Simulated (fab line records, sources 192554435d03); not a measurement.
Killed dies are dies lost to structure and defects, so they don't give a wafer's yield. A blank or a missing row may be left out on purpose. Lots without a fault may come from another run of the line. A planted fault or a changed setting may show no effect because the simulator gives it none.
Chamber matching | flow n5_finfet | N5_BEOL_M6_CMP_52 on cmp-01: 4 sister chambers
The step polishes, stops on SiCOH lowk, t overpolish 6.9 s, target thk 80 nm. 24 wafers are shown with their chamber, then 12 later ones without.

WAFERS WITH THEIR CHAMBER
wafer  | chamber | motor_current_A (A) | overpolish_run_s (s) | slurry_filter_dp_kPa (kPa)
L077.3 | 0       | 4.6                 | 6.891                | 13.45
L077.5 | 0       | 4.8                 | 6.910                | 13.39
L077.6 | 3       | 5.3                 | 6.902                | 13.38
L076.3 | 2       | 6.4                 | 6.918                | 13.32
L076.4 | 0       | 4.9                 | 6.904                | 13.50
L076.5 | 0       | 4.7                 | 6.887                | 13.39
L078.2 | 3       | 5.3                 | 6.889                | 13.64
L078.3 | 1       | 6.6                 | 6.895                | 13.37
L078.4 | 2       | 6.1                 | 6.906                | 13.63
L081.2 | 3       | 5.4                 | 6.904                | 13.48
L081.5 | 2       | 6.5                 | 6.905                | 13.41
L081.6 | 1       | 6.4                 | 6.902                | 13.65
L082.1 | 1       | 6.3                 | 6.908                | 13.82
L082.4 | 2       | 6.2                 | 6.913                | 13.54
L082.5 | 2       | 6.0                 | 6.895                | 13.58
L083.1 | 0       | 5.0                 | 6.895                | 13.42
L083.4 | 1       | 6.3                 | 6.901                | 13.36
L083.6 | 0       | 4.9                 | 6.886                | 13.50
L085.3 | 3       | 5.4                 | 6.877                | 13.22
L085.5 | 2       | 6.2                 | 6.898                | 13.36
L085.6 | 3       | 5.3                 | 6.905                | 13.58
L088.1 | 2       | 6.4                 | 6.918                | 13.31
L088.2 | 3       | 5.5                 | 6.898                | 13.56
L088.4 | 0       | 4.7                 | 6.907                | 13.56

SIGNATURES (means of the wafers above)
reading              | chamber 0 | chamber 1 | chamber 2 | chamber 3 | scatter within a chamber
motor_current_A      | 4.800     | 6.400     | 6.257     | 5.367     | 0.143
overpolish_run_s     | 6.89714   | 6.90150   | 6.90757   | 6.89583   | 0.00939
slurry_filter_dp_kPa | 13.4586   | 13.5500   | 13.4500   | 13.4767   | 0.141
Rule: a wafer's distance from a chamber is the root of the sum, over the readings, of the square of ((its reading less the chamber's mean) divided by the reading's scatter). The wafer belongs to the nearest chamber; if the next one is less than 2 further off, it can't be placed. The scatter: the root of (the sum of the squares of (reading less its chamber's mean) over the shown wafers, divided by (wafers less chambers)).

WAFERS WITHOUT THEIR CHAMBER
wafer  | motor_current_A (A) | overpolish_run_s (s) | slurry_filter_dp_kPa (kPa)
L092.2 | 5.9                 | 6.910                | 13.23
L092.3 | 4.9                 | 6.902                | 13.52
L092.4 | 6.3                 | 6.911                | 13.43
L091.2 | 5.2                 | 6.890                | 13.56
L091.3 | 6.4                 | 6.900                | 13.59
L091.5 | 5.3                 | 6.895                | 13.48
L095.3 | 6.2                 | 6.899                | 13.47
L095.4 | 5.4                 | 6.891                | 13.53
L095.5 | 5.1                 | 6.887                | 13.29
L096.3 | 4.8                 | 6.904                | 13.51
L096.5 | 6.2                 | 6.913                | 13.64
L096.6 | 6.1                 | 6.898                | 13.51

WHICH CHAMBER EACH WENT THROUGH
wafer  | from the rows above          | in truth
L092.2 | can't be placed: 2 or 1 or 3 | 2
L092.3 | 0                            | 0
L092.4 | can't be placed: 2 or 1      | 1
L091.2 | can't be placed: 3 or 0      | 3
L091.3 | can't be placed: 1 or 2      | 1
L091.5 | 3                            | 3
L095.3 | can't be placed: 2 or 1      | 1
L095.4 | 3                            | 3
L095.5 | can't be placed: 3 or 0      | 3
L096.3 | 0                            | 0
L096.5 | can't be placed: 2 or 1      | 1
L096.6 | can't be placed: 2 or 1      | 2
Placed correctly: 4 of 12. Can't be placed from these rows: 8 (the true chamber is among the candidates in 8). Placed wrongly: 0.
